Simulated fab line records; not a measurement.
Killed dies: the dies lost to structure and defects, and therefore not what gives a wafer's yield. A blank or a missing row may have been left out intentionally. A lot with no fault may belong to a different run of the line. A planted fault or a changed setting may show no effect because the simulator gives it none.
fab line records    flow n5_finfet    part 1 of 2: steps 1 to 23 of 36
[record] lots = 5  wafers = 15  last_day = 18
route steps=1938 shown BEOL_M0@728 BEOL_M1@751
lots that met no fault: from a run of the same line without faults
start_h: hours from the record's first day to the start of the lot's first wafer shown    wait_h: hours since the lot's step before    " same as the row above    L1.1+2: a single row standing in for several wafers    - no value, or no start given    * or withheld: withheld    < > ~ a bound
route shown NAME@n: a module of which the file shows steps, and the number in the route of the first    usual: mean/standard deviation of fault-free wafers    same: alike in all rows    chamber/n: place in a boat    sites: per-site readings    _std_site: their standard deviation    _edge_site: inner sites' mean taken away from outer sites' mean    radius_mm: how far each site lies from the wafer's centre    mask NAME#n: copy n    behind: the tool/chamber that last shaped the wafer    hold: the reason the lot was held/the length of the hold in hours/how it ended    device: the n, p or np transistor that did not switch    end of line: tests run on the same wafers once the route is complete    for a step that has no rows: nothing shown but its recipe    killed: not the wafer's yield, but the dies lost to structure and defects at the first sort    map: shows each die of a wafer: x if killed, . if not, _ if none is there
set.NAME: setting as actually run; set.NAME@STEP: the setting as run at that earlier step    model.NAME: the simulator's own value behind a step, which no gauge read
lots at selected steps of the route; one table per step, one row per wafer
services: a tool's chamber out of use, with start hour (start_h, from the record's first day; less than 0 if before it), hours out, and reason
[[steps]]
[step N5_BEOL_M0_SRD_111]
[recipe] time_s = 30  temp_c = 23  rinse_liquid = diw  dry = ipa_marangoni
[usual] bath_heat_duty_pct = 3.7/0.52
lot.wafer  tool          chamber  start_h  wait_h  bath_heat_duty_pct
L074.2     wet_bench-05  7        114.29   0.0     4.5
L074.4     "             0        "        "       4.3
L074.5     "             2        "        "       3.2
L079.2     wet_bench-05  4        143.74   0.0     3.1
L079.5     "             0        "        "       3.4
L079.6     "             3        "        "       3.8
L094.2     wet_bench-01  7        248.02   0.0     3.7
L094.3     "             3        "        "       3.8
L094.4     "             0        "        "       3.8
L095.1     wet_bench-01  4        248.52   0.0     2.8
L095.3     "             3        "        "       4.2
L095.5     "             0        "        "       3.8
L096.2     wet_bench-01  0        253.82   0.0     3.7
L096.3     "             5        "        "       4.9
L096.4     "             4        "        "       3.4
[step N5_BEOL_M0_DEGAS_112]
[recipe] ambient = vacuum  temp_c = 250  time_s = 60
[usual] heater_power_w = 331/42
lot.wafer  tool            chamber  start_h  wait_h  heater_power_w
L074.2     pvd_sputter-02  -        115.08   0.8     318
L074.4     "               -        "        "       302
L074.5     "               -        "        "       309
L079.2     pvd_sputter-02  -        145.56   1.8     306
L079.5     "               -        "        "       314
L079.6     "               -        "        "       293
L094.2     pvd_sputter-03  -        248.82   0.8     383
L094.3     "               -        "        "       302
L094.4     "               -        "        "       343
L095.1     pvd_sputter-03  -        249.08   0.5     346
L095.3     "               -        "        "       302
L095.5     "               -        "        "       347
L096.2     pvd_sputter-01  -        254.72   0.9     325
L096.3     "               -        "        "       317
L096.4     "               -        "        "       303
[step N5_BEOL_M0_PRE_CLEAN_113]
[recipe] gas = H2/He  time_s = 30  temp_c = 250
[usual] heater_power_w = 331/42
lot.wafer  tool            chamber  start_h  wait_h  heater_power_w
L074.2     pvd_sputter-02  -        115.12   0.0     317
L074.4     "               -        "        "       306
L074.5     "               -        "        "       309
L079.2     pvd_sputter-02  -        145.60   0.0     312
L079.5     "               -        "        "       315
L079.6     "               -        "        "       289
L094.2     pvd_sputter-03  -        248.86   0.0     378
L094.3     "               -        "        "       302
L094.4     "               -        "        "       344
L095.1     pvd_sputter-03  -        249.12   0.0     342
L095.3     "               -        "        "       306
L095.5     "               -        "        "       346
L096.2     pvd_sputter-01  -        254.76   0.0     318
L096.3     "               -        "        "       317
L096.4     "               -        "        "       302
[step N5_BEOL_M0_ALD_136]
[recipe] material = TaN  target_thk_a = *  temp_c = 275  ald_precursor_family = PDMAT  ald_co_reactant = NH3  pressure_torr = 3  carrier_flow_sccm = 1500  pulse_time_s = 2  purge_time_s = 3  co_reactant_purge_time_s = 2  co_reactant_pulse_time_s = 3  ald_cycles = 30  precursor_vessel_temp_c = 75  precursor_vessel_pressure_torr = 26.25  precursor_vessel_carrier_sccm = 1000
[usual] heater_power_w = 394/25  precursor_vessel_carrier_sccm = 1000.3/2.7
lot.wafer  tool          chamber  start_h  wait_h  heater_power_w  precursor_vessel_carrier_sccm
L074.2     ald_metal-03  2        115.20   0.1     401             996.4
L074.4     "             3        "        "       410             1001.7
L074.5     "             0        "        "       365             997.6
L079.2     ald_metal-01  1        145.89   0.3     366             1001.8
L079.5     "             1        "        "       374             1002.9
L079.6     "             2        "        "       367             996.7
L094.2     ald_metal-01  1        248.92   0.0     360             1001.2
L094.3     "             0        "        "       420             1001.3
L094.4     "             3        "        "       372             1000.0
L095.1     ald_metal-04  3        249.18   0.0     443             1000.8
L095.3     "             2        "        "       428             998.9
L095.5     "             3        "        "       435             999.5
L096.2     ald_metal-01  3        254.82   0.0     379             999.4
L096.3     "             2        "        "       352             1001.4
L096.4     "             0        "        "       422             1003.3
[step N5_BEOL_M0_SURFACE_TREAT_137]
[recipe] gas = Ar  time_s = *  ion_energy_ev = *  ion_current_ma_cm2 = 0.5  pressure_mtorr = *  ar_flow_sccm = 30
[usual] pressure_mtorr = *  throttle_valve_pct = *
lot.wafer  tool            chamber  start_h  wait_h  pressure_mtorr  throttle_valve_pct
L074.2     pvd_sputter-02  -        115.46   0.2     *               *
L074.4     "               -        "        "       *               *
L074.5     "               -        "        "       *               *
L079.2     pvd_sputter-02  -        146.12   0.1     *               *
L079.5     "               -        "        "       *               *
L079.6     "               -        "        "       *               *
L094.2     pvd_sputter-03  -        249.16   0.1     *               *
L094.3     "               -        "        "       *               *
L094.4     "               -        "        "       *               *
L095.1     pvd_sputter-03  -        249.40   0.1     *               *
L095.3     "               -        "        "       *               *
L095.5     "               -        "        "       *               *
L096.2     pvd_sputter-03  -        255.15   0.2     *               *
L096.3     "               -        "        "       *               *
L096.4     "               -        "        "       *               *
[step N5_BEOL_M0_CVD_115]
[recipe] material = Co  target_thk_a = *  temp_c = withheld  precursor = CCTBA/H2  pressure_torr = 30  time_s = 120
lot.wafer   tool       chamber  start_h  wait_h
L074.2+4+5  cvd_co-02  2,2,1    115.52   0.0
L079.2+5+6  cvd_co-02  2,2,1    146.23   0.1
L094.2+3+4  cvd_co-01  1,0,2    249.22   0.0
L095.1+3+5  cvd_co-02  0,0,2    249.46   0.0
L096.2+3+4  cvd_co-02  2,0,0    255.21   0.0
[step N5_BEOL_M0_SPUTTER_116]
[recipe] material = Cu  target_thk_a = 40  temp_c = -20  chamber_pressure_pa = 0.07  power_w = withheld  time_s = 7.37
[usual] chuck_gas_flow_sccm = 1.27/0.049  throttle_valve_pct = 30.4/1.3
lot.wafer  tool            chamber  start_h  wait_h  chuck_gas_flow_sccm  throttle_valve_pct
L074.2     pvd_sputter-03  -        115.83   0.3     1.29                 28.4
L074.4     "               -        "        "       1.29                 28.7
L074.5     "               -        "        "       1.26                 31.6
L079.2     pvd_sputter-02  -        146.40   0.1     1.23                 30.7
L079.5     "               -        "        "       1.21                 30.8
L079.6     "               -        "        "       1.30                 30.1
L094.2     pvd_sputter-02  -        249.32   0.1     1.26                 28.9
L094.3     "               -        "        "       1.24                 30.9
L094.4     "               -        "        "       1.36                 30.7
L095.1     pvd_sputter-03  -        249.61   0.1     1.30                 32.3
L095.3     "               -        "        "       1.31                 28.6
L095.5     "               -        "        "       1.30                 28.5
L096.2     pvd_sputter-03  -        255.53   0.3     1.30                 28.5
L096.3     "               -        "        "       1.27                 32.1
L096.4     "               -        "        "       1.32                 31.5
[step N5_BEOL_M0_ANNEAL_117]
[recipe] temp_c = 400  time_s = 60  ambient = vacuum
[usual] heater_power_w = 823/100
lot.wafer  tool            chamber  start_h  wait_h  heater_power_w
L074.2     pvd_sputter-03  -        115.91   0.0     761
L074.4     "               -        "        "       917
L074.5     "               -        "        "       714
L079.2     pvd_sputter-02  -        146.48   0.0     731
L079.5     "               -        "        "       733
L079.6     "               -        "        "       789
L094.2     pvd_sputter-02  -        249.40   0.0     774
L094.3     "               -        "        "       714
L094.4     "               -        "        "       1070
L095.1     pvd_sputter-03  -        249.69   0.0     868
L095.3     "               -        "        "       750
L095.5     "               -        "        "       736
L096.2     pvd_sputter-03  -        255.61   0.0     760
L096.3     "               -        "        "       886
L096.4     "               -        "        "       704
[step N5_BEOL_M0_SPUTTER_132]
[recipe] material = Cu  target_thk_a = 40  temp_c = -20  chamber_pressure_pa = 0.07  power_w = withheld  time_s = 7.37
[usual] chuck_gas_flow_sccm = 1.26/0.047  throttle_valve_pct = 30.4/1.3
lot.wafer  tool            chamber  start_h  wait_h  chuck_gas_flow_sccm  throttle_valve_pct
L074.2     pvd_sputter-03  -        115.95   0.0     1.22                 28.5
L074.4     "               -        "        "       1.30                 28.9
L074.5     "               -        "        "       1.33                 31.7
L079.2     pvd_sputter-02  -        146.52   0.0     1.29                 30.9
L079.5     "               -        "        "       1.25                 30.8
L079.6     "               -        "        "       1.30                 30.2
L094.2     pvd_sputter-02  -        249.44   0.0     1.34                 29.2
L094.3     "               -        "        "       1.21                 30.8
L094.4     "               -        "        "       1.23                 30.6
L095.1     pvd_sputter-03  -        249.73   0.0     1.26                 32.1
L095.3     "               -        "        "       1.32                 28.6
L095.5     "               -        "        "       1.15                 28.4
L096.2     pvd_sputter-03  -        255.65   0.0     1.25                 28.6
L096.3     "               -        "        "       1.26                 32.4
L096.4     "               -        "        "       1.28                 31.7
[step N5_BEOL_M0_ANNEAL_133]
[recipe] temp_c = 400  time_s = 60  ambient = vacuum
[usual] heater_power_w = 824/100
lot.wafer  tool            chamber  start_h  wait_h  heater_power_w
L074.2     pvd_sputter-03  -        116.03   0.0     763
L074.4     "               -        "        "       977
L074.5     "               -        "        "       701
L079.2     pvd_sputter-02  -        146.60   0.0     733
L079.5     "               -        "        "       732
L079.6     "               -        "        "       777
L094.2     pvd_sputter-02  -        249.52   0.0     770
L094.3     "               -        "        "       721
L094.4     "               -        "        "       1071
L095.1     pvd_sputter-03  -        249.81   0.0     884
L095.3     "               -        "        "       749
L095.5     "               -        "        "       758
L096.2     pvd_sputter-03  -        255.73   0.0     752
L096.3     "               -        "        "       860
L096.4     "               -        "        "       686
[step N5_BEOL_M0_SPUTTER_134]
[recipe] material = Cu  target_thk_a = 40  temp_c = -20  chamber_pressure_pa = 0.07  power_w = withheld  time_s = 7.37
[usual] chuck_gas_flow_sccm = 1.27/0.051  throttle_valve_pct = 30.4/1.3
lot.wafer  tool            chamber  start_h  wait_h  chuck_gas_flow_sccm  throttle_valve_pct
L074.2     pvd_sputter-03  -        116.07   0.0     1.26                 28.5
L074.4     "               -        "        "       1.27                 28.9
L074.5     "               -        "        "       1.22                 31.7
L079.2     pvd_sputter-02  -        146.64   0.0     1.27                 30.9
L079.5     "               -        "        "       1.18                 31.0
L079.6     "               -        "        "       1.30                 30.1
L094.2     pvd_sputter-02  -        249.56   0.0     1.25                 28.8
L094.3     "               -        "        "       1.27                 30.7
L094.4     "               -        "        "       1.26                 30.9
L095.1     pvd_sputter-03  -        249.85   0.0     1.34                 32.3
L095.3     "               -        "        "       1.25                 28.6
L095.5     "               -        "        "       1.27                 28.9
L096.2     pvd_sputter-03  -        255.77   0.0     1.29                 28.6
L096.3     "               -        "        "       1.23                 32.2
L096.4     "               -        "        "       1.27                 31.3
[step N5_BEOL_M0_ANNEAL_135]
[recipe] temp_c = 400  time_s = 60  ambient = vacuum
[usual] heater_power_w = 824/100
lot.wafer  tool            chamber  start_h  wait_h  heater_power_w
L074.2     pvd_sputter-03  -        116.15   0.0     771
L074.4     "               -        "        "       961
L074.5     "               -        "        "       705
L079.2     pvd_sputter-02  -        146.72   0.0     723
L079.5     "               -        "        "       708
L079.6     "               -        "        "       817
L094.2     pvd_sputter-02  -        249.64   0.0     763
L094.3     "               -        "        "       734
L094.4     "               -        "        "       1059
L095.1     pvd_sputter-03  -        249.93   0.0     872
L095.3     "               -        "        "       752
L095.5     "               -        "        "       744
L096.2     pvd_sputter-03  -        255.85   0.0     751
L096.3     "               -        "        "       898
L096.4     "               -        "        "       696
[step N5_BEOL_M0_SPUTTER_141]
[recipe] material = Cu  target_thk_a = 40  temp_c = -20  chamber_pressure_pa = 0.07  power_w = withheld  time_s = 7.37
[usual] chuck_gas_flow_sccm = 1.26/0.056  throttle_valve_pct = 30.4/1.3
lot.wafer  tool            chamber  start_h  wait_h  chuck_gas_flow_sccm  throttle_valve_pct
L074.2     pvd_sputter-03  -        116.19   0.0     1.29                 28.4
L074.4     "               -        "        "       1.36                 29.1
L074.5     "               -        "        "       1.31                 31.5
L079.2     pvd_sputter-02  -        146.76   0.0     1.19                 30.8
L079.5     "               -        "        "       1.22                 31.0
L079.6     "               -        "        "       1.29                 30.0
L094.2     pvd_sputter-02  -        249.68   0.0     1.30                 28.9
L094.3     "               -        "        "       1.33                 30.7
L094.4     "               -        "        "       1.24                 30.7
L095.1     pvd_sputter-03  -        249.97   0.0     1.30                 32.3
L095.3     "               -        "        "       1.26                 28.5
L095.5     "               -        "        "       1.27                 28.5
L096.2     pvd_sputter-03  -        255.89   0.0     1.36                 28.5
L096.3     "               -        "        "       1.28                 32.1
L096.4     "               -        "        "       1.15                 31.4
[step N5_BEOL_M0_ECD_118]
[recipe] material = Cu  target_thk_a = 3000
lot.wafer   tool       chamber  start_h  wait_h
L074.2+4+5  ecd_cu-01  1,0,0    116.31   0.1
L079.2+5+6  ecd_cu-02  1,0,1    146.88   0.1
L094.2+3+4  ecd_cu-02  0,1,0    249.79   0.1
L095.1+3+5  ecd_cu-01  0,1,0    250.08   0.1
L096.2+3+4  ecd_cu-01  1,0,1    256.00   0.1
[step N5_BEOL_M0_ANNEAL_119]
[recipe] temp_c = 225  time_s = 90  ambient = N2
[usual] wafer_temp_C_max = 225.59/0.2
lot.wafer  tool           chamber  start_h  wait_h  wafer_temp_C_max
L074.2     rtp_anneal-01  0        119.50   3.2     225.74
L074.4     "              0        "        "       225.55
L074.5     "              0        "        "       225.49
L079.2     rtp_anneal-01  0        149.83   2.9     225.45
L079.5     "              0        "        "       225.45
L079.6     "              0        "        "       225.62
L094.2     rtp_anneal-01  0        249.92   0.1     225.69
L094.3     "              0        "        "       225.64
L094.4     "              0        "        "       225.41
L095.1     rtp_anneal-02  0        250.16   0.1     225.64
L095.3     "              0        "        "       225.53
L095.5     "              0        "        "       225.56
L096.2     rtp_anneal-02  0        256.42   0.4     225.46
L096.3     "              0        "        "       225.80
L096.4     "              0        "        "       225.42
[step N5_BEOL_M0_CMP_120]
[recipe] stop_on = SiOC  t_overpolish_s = 6.9  down_force_psi = 1  platen_rpm = 50  clearing_platen_down_force_psi = 1.5  clearing_platen_rpm = 50  post_cmp_clean = cu_alkaline  clearing_platen_pad_velocity_m_s = 0.99484  pad_velocity_m_s = 0.99484
[usual] barrier_field_endpoint_s = 3.67/0.15  clearing_platen_down_force_psi = 1.5002/0.003  edge_zone_pressure_frac = 0.999/0.0051  motor_current_A = 6.1/0.65  overpolish_run_s = 6.900/0.0093  retaining_ring_pressure_frac = 1.000/0.0046  time_to_endpoint_s = 63/3.8
lot.wafer  tool    chamber  start_h  wait_h  barrier_field_endpoint_s  clearing_platen_down_force_psi  edge_zone_pressure_frac  motor_current_A  overpolish_run_s  retaining_ring_pressure_frac  time_to_endpoint_s
L074.4     cmp-04  3        119.80   0.2     3.61                      1.5000                          1.001                    6.0              6.904             1.003                         56
L074.2     "       2        "        "       3.69                      1.4985                          1.004                    5.2              6.916             1.010                         64
L074.5     "       3        "        "       3.67                      1.5053                          1.002                    6.0              6.891             1.002                         57
L079.2     cmp-03  2        150.20   0.3     3.70                      1.5006                          1.000                    4.6              6.916             0.993                         69
L079.5     "       3        "        "       3.64                      1.5012                          1.012                    6.2              6.911             1.001                         65
L079.6     "       0        "        "       3.79                      1.4997                          0.999                    6.4              6.886             1.003                         64
L094.4     cmp-02  1        250.21   0.2     3.52                      1.5009                          1.001                    6.0              6.893             0.990                         61
L094.3     "       2        "        "       3.53                      1.4998                          1.001                    7.5              6.881             0.994                         62
L094.2     "       3        "        "       3.62                      1.4965                          1.009                    5.8              6.894             0.989                         61
L095.3     cmp-04  3        250.46   0.2     3.47                      1.5011                          0.999                    5.9              6.889             1.014                         60
L095.1     "       0        "        "       3.64                      1.5028                          1.002                    6.5              6.891             0.996                         62
L095.5     "       3        "        "       3.49                      1.5022                          1.001                    5.9              6.915             1.002                         60
L096.2     cmp-02  3        256.71   0.2     3.73                      1.4983                          1.000                    6.0              6.890             1.001                         66
L096.4     "       0        "        "       3.63                      1.4996                          1.000                    6.4              6.895             0.999                         59
L096.3     "       1        "        "       3.80                      1.4952                          0.998                    5.8              6.910             0.998                         63
[step N5_BEOL_M0_PRE_CLEAN_131]
[recipe] gas = NH3/H2  time_s = 15  temp_c = *  rf_power_w = 300
[usual] heater_power_w = 102/26  rf_fwd_power_W = 297.0/1.1
lot.wafer  tool       chamber  start_h  wait_h  heater_power_w  rf_fwd_power_W
L074.2     cvd_co-02  1        120.14   0.0     104             296.8
L074.4     "          1        "        "       101             296.3
L074.5     "          2        "        "       130             297.6
L079.2     cvd_co-02  2        150.41   0.0     132             298.0
L079.5     "          2        "        "       136             297.3
L079.6     "          0        "        "       84              297.2
L094.2     cvd_co-02  2        250.50   0.0     131             297.6
L094.3     "          2        "        "       134             298.4
L094.4     "          0        "        "       84              297.5
L095.1     cvd_co-01  2        250.79   0.0     79              299.1
L095.3     "          1        "        "       144             299.6
L095.5     "          2        "        "       84              297.0
L096.2     cvd_co-02  1        257.01   0.0     105             297.9
L096.3     "          0        "        "       83              296.2
L096.4     "          1        "        "       103             297.8
[step N5_BEOL_M0_CO_CAP_123]
[recipe] material = Co  target_thk_a = 20  temp_c = 200  precursor = CCTBA/H2  pressure_torr = 30  time_s = 102.1
[usual] heater_power_w = 258/32
lot.wafer  tool       chamber  start_h  wait_h  heater_power_w
L074.2     cvd_co-02  1        120.18   0.0     257
L074.4     "          1        "        "       253
L074.5     "          2        "        "       294
L079.2     cvd_co-02  2        150.45   0.0     295
L079.5     "          2        "        "       292
L079.6     "          0        "        "       235
L094.2     cvd_co-02  2        250.56   0.0     296
L094.3     "          2        "        "       294
L094.4     "          0        "        "       235
L095.1     cvd_co-01  2        250.83   0.0     238
L095.3     "          1        "        "       314
L095.5     "          2        "        "       232
L096.2     cvd_co-02  1        257.05   0.0     259
L096.3     "          0        "        "       229
L096.4     "          1        "        "       255
[step N5_BEOL_M0_PRE_CLEAN_124]
[recipe] gas = NH3  time_s = 15  temp_c = withheld  rf_power_w = 300
[usual] rf_fwd_power_W = 294.0/1.8
lot.wafer  tool      chamber  start_h  wait_h  rf_fwd_power_W
L074.2     pecvd-02  1        120.27   0.1     291.9
L074.4     "         0        "        "       295.9
L074.5     "         2        "        "       297.4
L079.2     pecvd-02  2        150.55   0.1     295.7
L079.5     "         0        "        "       296.1
L079.6     "         2        "        "       295.0
L094.2     pecvd-01  0        250.69   0.1     292.0
L094.3     "         1        "        "       292.9
L094.4     "         1        "        "       293.1
L095.1     pecvd-03  0        250.92   0.1     291.3
L095.3     "         2        "        "       294.9
L095.5     "         0        "        "       292.9
L096.2     pecvd-02  0        257.14   0.1     295.3
L096.3     "         1        "        "       290.8
L096.4     "         0        "        "       296.0
[step N5_BEOL_M0_DEP_125]
[recipe] material = SiCN  target_thk_a = 80  temp_c = withheld  precursor = 3MS/NH3  pressure_torr = 3  rf_w = 202  time_s = 14
[usual] rf_fwd_power_W = 199.0/1  showerhead_plenum_p_Torr = 3.663/0.012  throttle_valve_pct = 9.1/0.61
lot.wafer  tool      chamber  start_h  wait_h  rf_fwd_power_W  showerhead_plenum_p_Torr  throttle_valve_pct
L074.2     pecvd-02  1        120.29   0.0     197.9           3.664                     8.5
L074.4     "         0        "        "       199.2           3.677                     9.2
L074.5     "         2        "        "       200.2           3.667                     8.2
L079.2     pecvd-02  2        150.57   0.0     200.0           3.671                     8.5
L079.5     "         0        "        "       200.2           3.665                     9.2
L079.6     "         2        "        "       200.6           3.648                     8.5
L094.2     pecvd-01  0        250.72   0.0     197.3           3.654                     8.9
L094.3     "         1        "        "       199.1           3.655                     10.6
L094.4     "         1        "        "       198.7           3.653                     10.8
L095.1     pecvd-03  0        250.95   0.0     198.4           3.651                     9.9
L095.3     "         2        "        "       198.7           3.670                     8.7
L095.5     "         0        "        "       198.7           3.655                     9.4
L096.2     pecvd-02  0        257.17   0.0     199.9           3.665                     9.2
L096.3     "         1        "        "       197.3           3.661                     8.3
L096.4     "         0        "        "       200.4           3.666                     9.0
[step N5_BEOL_M0_RS_MEAS_126]
[recipe] thk_meas_gauge = four-point-probe  reads = Co_of_BEOL_M0_CO_CAP_123+Cu_of_BEOL_M0_ECD_118+Co_of_BEOL_M0_CVD_115+TaN_of_BEOL_M0_ALD_136
[usual] M0_RS = 0.528/0.018
lot.wafer  tool           chamber  start_h  wait_h  M0_RS[ohm/sq]
L074.2     film_metro-02  -        120.36   0.1     0.517
L074.4     "              -        "        "       0.531
L074.5     "              -        "        "       0.520
L079.2     film_metro-02  -        150.64   0.1     0.540
L079.5     "              -        "        "       0.532
L079.6     "              -        "        "       0.536
L094.2     film_metro-01  -        250.78   0.1     0.522
L094.3     "              -        "        "       0.529
L094.4     "              -        "        "       0.535
L095.1     film_metro-02  -        251.01   0.0     0.552
L095.3     "              -        "        "       0.536
L095.5     "              -        "        "       0.526
L096.2     film_metro-01  -        257.23   0.1     0.542
L096.3     "              -        "        "       0.529
L096.4     "              -        "        "       0.560
[step N5_BEOL_M0_INSPECT_127]
[recipe] inspect_instrument = darkfield  mode = post_dep
[usual] raw_defect_count = 77/24
lot.wafer  tool               chamber  start_h  wait_h  raw_defect_count
L074.2     defect_inspect-02  -        120.39   0.0     99
L074.4     "                  -        "        "       90
L074.5     "                  -        "        "       60
L079.2     defect_inspect-01  -        150.66   0.0     120
L079.5     "                  -        "        "       53
L079.6     "                  -        "        "       65
L094.2     defect_inspect-02  -        250.81   0.0     79
L094.3     "                  -        "        "       80
L094.4     "                  -        "        "       108
L095.1     defect_inspect-02  -        251.04   0.0     38
L095.3     "                  -        "        "       73
L095.5     "                  -        "        "       103
L096.2     defect_inspect-01  -        257.26   0.0     66
L096.3     "                  -        "        "       51
L096.4     "                  -        "        "       125
[step N5_BEOL_M1_ILD_DEP_00]
[recipe] material = SiOC  target_thk_a = 790  temp_c = 350  precursor = DEMS/O2  pressure_torr = 5  rf_w = 500  time_s = 15.3
[usual] heater_power_w = 480/47  rf_fwd_power_W = 492.1/2.6  showerhead_plenum_p_Torr = 5.693/0.012  throttle_valve_pct = 12.0/0.87
lot.wafer  tool      chamber  start_h  wait_h  heater_power_w  rf_fwd_power_W  showerhead_plenum_p_Torr  throttle_valve_pct
L074.2     pecvd-04  2        120.42   0.0     402             491.8           5.693                     11.1
L074.4     "         2        "        "       422             493.2           5.689                     11.1
L074.5     "         1        "        "       533             494.5           5.705                     11.6
L079.2     pecvd-02  0        150.70   0.0     420             493.5           5.693                     12.3
L079.5     "         1        "        "       495             490.5           5.688                     11.1
L079.6     "         0        "        "       405             493.7           5.701                     12.6
L094.2     pecvd-02  2        250.84   0.0     450             494.9           5.698                     11.2
L094.3     "         1        "        "       526             490.4           5.682                     11.1
L094.4     "         0        "        "       443             495.8           5.708                     12.6
L095.1     pecvd-02  2        251.08   0.0     473             498.0           5.702                     11.8
L095.3     "         0        "        "       456             493.7           5.697                     12.5
L095.5     "         2        "        "       483             493.5           5.711                     11.6
L096.2     pecvd-04  0        257.30   0.0     567             491.3           5.682                     12.6
L096.3     "         2        "        "       435             495.4           5.678                     11.0
L096.4     "         0        "        "       545             492.4           5.697                     12.5
